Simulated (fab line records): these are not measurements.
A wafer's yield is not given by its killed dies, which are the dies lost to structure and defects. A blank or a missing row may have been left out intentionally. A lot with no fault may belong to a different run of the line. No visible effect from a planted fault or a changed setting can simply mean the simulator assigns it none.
Comparing a struck lot with a sound one | flow n5Finfet | 15 out of 1938 route steps
Sound: wafers L503.1, L503.3, L503.6. Struck: wafer L515.4. (L515.3 of the same lot was not struck and is left out.) The cause comes at the end.
Each step with rows lists, per side, the tool, then ch with its chambers, then its first start. Under that, the readings that differ: sound wafers | struck wafers | difference of the means | sigmas: that difference in standard deviations of wafers without a fault.
alike: words and numbers the same on both sides, and readings whose means are apart by under 2 such deviations; not compared: readings that were withheld, readings missing a value for some wafer, numbers with overlapping values and no deviation given by the record, and bounds like >300 which may hide the same value.
A row with sigmas, a row that says differs or no value, or rows on one side alone: a step with any of these is where the two part. Numbers that don't overlap but have no deviation are shown without sigmas and don't part them. A reading that every wafer of one side lacks parts them only if that side has two wafers or more.

N5_BEOL_M15_SPUTTER_45: material Cu, target thk 100 nm, time 16.67 s.
  struck on pvdSputter-02, day 16 06:37; sound on pvdSputter-02, day 13 01:58
  alike: throttleValvePct
then, 2 steps without rows for these wafers: N5_BEOL_M15_ECD_47 (material Cu, target thk 1860 nm); N5_BEOL_M15_ANNEAL_48 (time 90 s).
N5_BEOL_M15_CMP_49: polishes, stops on SiO2, t overpolish 4.9 s, target thk 850 nm.
  sound on cmp-04 ch 0,2,3, day 13 02:42; struck on cmp-03 ch 2, day 16 07:22
reading            | sound             | struck | difference | sigmas
overpolishRunS (s) | 4.911 4.895 4.909 | 4.883  | -0.022     | -2
  alike: barrierFieldEndpointS, motorCurrentA
N5_BEOL_M15_THK_MEAS_50: measures by xrf.
  struck on filmMetro-02, day 16 07:35; sound on filmMetro-01, day 13 02:55
reading      | sound       | struck | difference | sigmas
M15_THK (nm) | 843 855 835 | 870    | +26        | +2
then, 1 step without rows for these wafers: N5_BEOL_M15_PRE_CLEAN_52 (time 15 s).
N5_BEOL_M15_DEP_53: deposits SiCN from 3MS/NH3, target thk 50 nm, time 17.8 s.
  sound on pecvd-02 ch 0,1, day 13 02:59; struck on pecvd-04 ch 2, day 16 07:38
reading              | sound          | struck | difference | sigmas
throttleValvePct (%) | 19.9 19.1 20.2 | 17.0   | -2.7       | -2
  alike: chamberPressureTorr, showerheadPlenumPTorr
N5_BEOL_M15_RS_MEAS_54: a four-point-probe measurement.
  struck on filmMetro-02, day 16 07:43; sound on filmMetro-02, day 13 03:03
  alike: M15_RS
N5_BEOL_M15_INSPECT_55: inspects for defects (darkfield).
  struck on defectInspect-01, day 16 07:44; sound on defectInspect-02, day 13 03:04
  alike: rawDefectCount
N5_BEOL_M15_RC_MEAS_101:
  sound on prober-01 ch 0, day 13 03:06; struck on prober-02 ch 0, day 16 08:04
reading                | sound                   | struck  | difference | sigmas
COMB_M13 (S/m)         | 5.4e-12 4.9e-12 4.7e-12 | 7.3e-12 | +2.3e-12   | +2
COMB_M6 (S/m)          | 3.1e-11 3.3e-11 2.9e-11 | 1.7e-11 | -1.4e-11   | -3
COMB_M6_max_site (S/m) | 5.5e-11 3.9e-11 4e-11   | 2.1e-11 | -2.4e-11   | -3
COMB_M7 (S/m)          | 2e-11 3.4e-11 2e-11     | 3.8e-11 | +1.3e-11   | +2
  alike: COMB_M10, COMB_M11, COMB_M12, COMB_M14, COMB_M15, COMB_M5, COMB_M5_max_site, COMB_M8, COMB_M9, SERP_M10, SERP_M11, SERP_M12, SERP_M13, SERP_M14, SERP_M5, SERP_M6, SERP_M7, SERP_M8, SERP_M9, SERP_M9_max_site
N5_PASSIVATION_PECVD_00: deposits SiO2 from SiH4/N2O, target thk 200 nm, time 11.2 s.
  sound on pecvd-01 ch 1,2, day 13 04:04; struck on pecvd-04 ch 1, day 16 08:43
  alike: chamberPressureTorr, heaterPowerW, showerheadPlenumPTorr, throttleValvePct
then, 1 step without rows for these wafers: N5_MIM_BOT_DEGAS_01 (time 60 s).
N5_MIM_BOT_SPUTTER_00: material TiN, target thk 35 nm, time 89.7 s.
  struck on pvdSputter-01, day 16 11:19; sound on pvdSputter-01, day 13 05:03
reading                                    | sound          | struck | difference | sigmas
model.TiN_of_MIM_BOT_SPUTTER_00.thkNm (nm) | 35.2 35.2 35.4 | 36.6   | +1.3       | 
  alike: throttleValvePct
N5_MIM_TOP_ALD_00: deposits Al2O3, purge time 3 s, co reactant pulse time 3 s.
  sound on aldHk-01 ch 0,1,2, day 13 05:09; struck on aldHk-01 ch 3, day 16 11:26
  alike: precursorPulseHeightRel
N5_PASSIVATION_PROBE_49:
  rows exist in the record for the struck wafers here (prober-01, day 16 23:26), but not for the sound ones

## WHERE THEY PART
First at N5_BEOL_M15_CMP_49; last, within this record, at N5_PASSIVATION_PROBE_49.

WHY: whatever the simulator had introduced
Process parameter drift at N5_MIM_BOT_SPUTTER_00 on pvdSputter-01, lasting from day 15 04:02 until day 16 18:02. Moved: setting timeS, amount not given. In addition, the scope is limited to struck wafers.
